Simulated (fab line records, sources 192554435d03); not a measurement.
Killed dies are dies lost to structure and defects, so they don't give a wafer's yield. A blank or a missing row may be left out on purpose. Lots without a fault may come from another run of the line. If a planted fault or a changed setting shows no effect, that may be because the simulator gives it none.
Chamber matching	flow n5_finfet	N5_GATE_CUT_ALD_22 on ald_sin-01: 4 sister chambers
The step deposits SiNx, target thk 16 nm, pulse time 1 s, ald cycles 320. 4 wafers are shown with their chamber, then 12 later ones without.

WAFERS PAIRED WITH THEIR CHAMBERS
wafer	chamber	heater_power_w (W)
L082.4	0	809
L085.3	3	857
L089.4	2	769
L089.5	1	766

WAFERS MISSING THEIR CHAMBER
wafer	heater_power_w (W)
L091.1	833
L091.2	758
L091.4	758
L092.2	766
L092.3	883
L092.4	755
L094.2	877
L094.3	764
L094.5	743
L097.1	866
L097.3	738
L097.4	763

WHICH CHAMBER EACH WENT THROUGH
wafer	from the rows above	in truth
L091.1	can't be placed: 0 or 3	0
L091.2	can't be placed: 1 or 2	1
L091.4	can't be placed: 1 or 2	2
L092.2	can't be placed: 1 or 2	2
L092.3	3	3
L092.4	can't be placed: 1 or 2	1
L094.2	3	3
L094.3	can't be placed: 1 or 2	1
L094.5	can't be placed: 1 or 2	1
L097.1	3	3
L097.3	can't be placed: 1 or 2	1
L097.4	can't be placed: 1 or 2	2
Placed correctly: 3 of 12. Not placeable from these rows: 9 (in 9, the candidates include the true chamber). 0 placed wrongly.
How it was worked out, from the rows above alone: a wafer's distance from a chamber is the root of the sum, over the readings, of the square of ((its reading less the chamber's mean) divided by the reading's scatter). If the next closest chamber is less than 2 further off than the closest, the wafer can't be placed; otherwise it belongs to the closest. A chamber's mean is the mean of its shown wafers. The scatter: root of mean squared gap, hidden wafer to nearest shown wafer, with one shown wafer a chamber.
